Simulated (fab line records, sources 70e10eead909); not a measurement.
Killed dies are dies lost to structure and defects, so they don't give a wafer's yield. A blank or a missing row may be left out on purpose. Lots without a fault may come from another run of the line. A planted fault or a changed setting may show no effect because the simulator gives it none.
A struck lot beside a sound one | flow nand_harc | 15 steps out of a route of 1302
Sound: wafers L390.1, L390.3, L390.5. Struck: wafers L403.1, L403.4, L403.5. The cause comes at the end.
At each step with rows: each side's tool, then ch and its chambers, then its first start. Under that, the readings that differ: sound wafers | struck wafers | difference of the means | sigmas: that difference in standard deviations of wafers without a fault.
alike: readings whose means differ by less than 2 such deviations, and words and numbers that are the same on both sides. not compared: withheld readings, readings that some wafer has no value for, bounds like >300 that may hide the same value, and numbers for which the record gives no deviation and whose values overlap.
The two part at a step that has a row with sigmas, a row that says differs or no value, or rows on one side only. Numbers that don't overlap but have no deviation are shown without sigmas and don't part them. A reading that every wafer of one side lacks parts them only if that side has two wafers or more.

first, 1 step without rows for these wafers: NHARC_P_M2_ETCH_35 (etches the open film in N2/H2, target depth 40 nm, overetch 12 nm, time 43.94 s).
NHARC_P_M2_ETCH_15: etches the open film in C4F8/Ar, target depth 182.5 nm, time 91.2 s.
  sound on rie_diel-02 ch 0,1,3; struck on rie_diel-07 ch 0,1,3
  alike: bias_w, oes_product_au, rf_vpp_V
  not compared: rf_hours_counter_h
NHARC_P_M2_CD_MEAS_16:
  sound on cd_sem-03, day 7 04:24; struck on cd_sem-03, day 12 14:28
  alike: cd_nm
NHARC_P_M2_STRIP_18: strips in N2/H2.
  sound on rie_diel-06 ch 1,2,3, day 7 04:31; struck on rie_diel-07 ch 1,2, day 12 14:32
  alike: drypump_motor_current_A, oes_product_au, power_w, rf_vpp_V, showerhead_plenum_p_Torr, throttle_valve_pct
  not compared: rf_hours_counter_h
then, 2 steps without rows for these wafers: NHARC_P_M2_ETCH_28 (etches the open film in CF4/N2, target depth 30 nm, time 72.99 s); NHARC_P_M2_STRIP_19 (strips in post etch residue remover, time 600 s).
NHARC_P_M2_DEGAS_29: time 60 s.
  sound on pvd_sputter-01, day 7 05:07; struck on pvd_sputter-03, day 12 15:11
  alike: heater_power_w
then, 1 step without rows for these wafers: NHARC_P_M2_PRE_CLEAN_30 (time 30 s).
NHARC_P_M2_PVD_20: deposits TaN, target thk 5 nm, time 8.06 s.
  sound on pvd_sputter-01; struck on pvd_sputter-03
  alike: chamber_pressure_pa, throttle_valve_pct
then, 2 steps without rows for these wafers: NHARC_P_M2_PVD_21 (deposits Cu, target thk 30 nm, time 20.49 s); NHARC_P_M2_ECD_22 (material Cu, target thk 400 nm).
NHARC_P_M2_ANNEAL_31: time 90 s.
  sound on rtp_anneal-02 ch 0, day 7 05:53; struck on rtp_anneal-01 ch 0, day 12 15:55
  alike: wafer_temp_C_max
NHARC_P_M2_CMP_23: polishes, t overpolish 20 s, target thk 144.3 nm.
  sound on cmp-03 ch 1,3, day 7 06:16; struck on cmp-02 ch 0,2,3, day 12 16:19
  no value came back on the struck wafers for edge_zone_pressure_frac, motor_current_A (A), time_to_endpoint_s (s); on the sound wafers edge_zone_pressure_frac reads 0.994 1.003 0.993
NHARC_P_M2_THK_MEAS_24: measures by xrf.
  sound on film_metro-01, day 7 06:33; struck on film_metro-01, day 12 16:45
  reading     | sound             | struck            | difference | sigmas
  thk_nm (nm) | 147.1 144.6 145.2 | 399.1 395.9 397.3 | +251.8     | +99 or more
  not compared: hold
NHARC_END_SORT_01:
  the record has rows for the sound wafers here (prober-02 ch 0, day 25 01:15) and none for the struck ones

WHERE THEY PART
First at NHARC_P_M2_CMP_23; last, within this record, at NHARC_END_SORT_01.

WHY: what the simulator had put in
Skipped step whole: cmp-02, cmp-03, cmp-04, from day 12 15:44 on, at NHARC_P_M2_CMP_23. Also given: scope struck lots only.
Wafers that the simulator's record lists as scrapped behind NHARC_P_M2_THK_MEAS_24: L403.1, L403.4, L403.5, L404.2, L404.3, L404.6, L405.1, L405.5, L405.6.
